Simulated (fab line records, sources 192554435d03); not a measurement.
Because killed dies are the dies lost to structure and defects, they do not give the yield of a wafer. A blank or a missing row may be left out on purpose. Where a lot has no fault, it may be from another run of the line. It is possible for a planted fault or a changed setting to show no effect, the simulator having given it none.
Chamber matching -- flow n5Finfet -- N5_BEOL_M3_STRIP_36 on rieDiel-02: 4 sister chambers
The step strips in N2/H2. 8 wafers are shown with their chamber, then 9 later ones without.

EACH WAFER AND ITS CHAMBER
wafer,chamber,showerheadPlenumPTorr (Torr),throttleValvePct (%)
L079.6,0,2.56,23.04
L081.4,3,2.47,23.31
L083.1,1,2.69,23.77
L083.4,0,2.55,23.06
L083.6,3,2.47,23.36
L086.1,1,2.69,23.74
L086.4,2,2.57,23.68
L086.5,2,2.57,23.63

WAFERS WITH NO CHAMBER GIVEN
wafer,showerheadPlenumPTorr (Torr),throttleValvePct (%)
L088.1,2.46,23.31
L088.4,2.55,23.08
L088.6,2.69,23.75
L091.2,2.55,23.08
L091.3,2.56,23.65
L091.4,2.69,23.75
L093.2,2.55,23.08
L093.3,2.46,23.34
L093.4,2.69,23.76

WHICH CHAMBER EACH WENT THROUGH
wafer,from the rows above,in truth
L088.1,3,3
L088.4,0,0
L088.6,1,1
L091.2,0,0
L091.3,2,2
L091.4,1,1
L093.2,0,0
L093.3,3,3
L093.4,1,1
Correct placement for 9 of the 9. Not placeable from these rows: 0. Number placed wrongly: 0.
How it was worked out, from the rows above alone: a wafer's distance from a chamber is the root of the sum, over the readings, of the square of ((its reading less the chamber's mean) divided by the reading's scatter). The wafer belongs to the nearest chamber; if the next one is less than 2 further off, it can't be placed. A chamber's mean is the mean of its shown wafers. The scatter: take each reading less its chamber's mean, square it, sum over the shown wafers, divide by the number of wafers less the number of chambers, and take the root.
